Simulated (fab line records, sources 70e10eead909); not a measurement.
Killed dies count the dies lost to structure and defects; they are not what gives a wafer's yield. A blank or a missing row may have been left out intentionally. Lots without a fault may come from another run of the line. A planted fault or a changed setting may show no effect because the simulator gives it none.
Matching of chambers + flow nand harc + cmp-01 running NHARC_P_CONTACT_CMP_24: 4 sister chambers
The step polishes, t overpolish 30 s, target thk 200 nm. 8 wafers are shown with their chamber, then 9 later ones without.

== EACH WAFER AND ITS CHAMBER ==
| wafer  | chamber | motor current A (A) | overpolish run s (s) |
|--------|---------|---------------------|----------------------|
| L075.3 | 3       | 10.0                | 29.989               |
| L084.1 | 0       | 12.8                | 29.993               |
| L084.5 | 0       | 13.0                | 30.001               |
| L086.4 | 3       | 10.6                | 29.996               |
| L087.6 | 1       | 13.0                | 30.008               |
| L090.1 | 2       | 12.7                | 30.000               |
| L090.2 | 1       | 13.0                | 29.994               |
| L090.6 | 2       | 12.7                | 30.025               |

== WAFERS MISSING THEIR CHAMBER ==
| wafer  | motor current A (A) | overpolish run s (s) |
|--------|---------------------|----------------------|
| L092.4 | 12.9                | 30.007               |
| L092.5 | 12.1                | 30.010               |
| L092.6 | 12.2                | 30.005               |
| L093.4 | 12.9                | 29.999               |
| L093.5 | 10.5                | 29.997               |
| L093.6 | 12.7                | 30.002               |
| L095.1 | 12.8                | 30.013               |
| L095.2 | 12.5                | 30.023               |
| L095.6 | 12.4                | 30.004               |

== THE CHAMBER EACH PASSED THROUGH ==
| wafer  | from the rows above          | in truth |
|--------|------------------------------|----------|
| L092.4 | can't be placed: 1 or 0 or 2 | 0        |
| L092.5 | can't be placed: 2 or 0 or 1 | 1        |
| L092.6 | can't be placed: 2 or 0 or 1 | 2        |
| L093.4 | can't be placed: 0 or 1 or 2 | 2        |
| L093.5 | 3                            | 3        |
| L093.6 | can't be placed: 2 or 0 or 1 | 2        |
| L095.1 | can't be placed: 2 or 1 or 0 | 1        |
| L095.2 | can't be placed: 2 or 0 or 1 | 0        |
| L095.6 | can't be placed: 2 or 0 or 1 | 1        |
Placed correctly: 1 of 9. From these rows, 8 cannot be placed; in 8 the true chamber is one of the candidates. 0 placed wrongly.
How it was worked out, from the rows above alone: a wafer's distance from a chamber is the root of the sum, over the readings, of the square of ((its reading less the chamber's mean) divided by the reading's scatter). The wafer belongs to the nearest chamber; if the next one is less than 2 further off, it can't be placed. Each chamber's mean is taken over the wafers shown for it. The scatter is the square root of a quotient: the sum, over the shown wafers, of each reading's squared deviation from its chamber's mean, divided by wafers minus chambers.
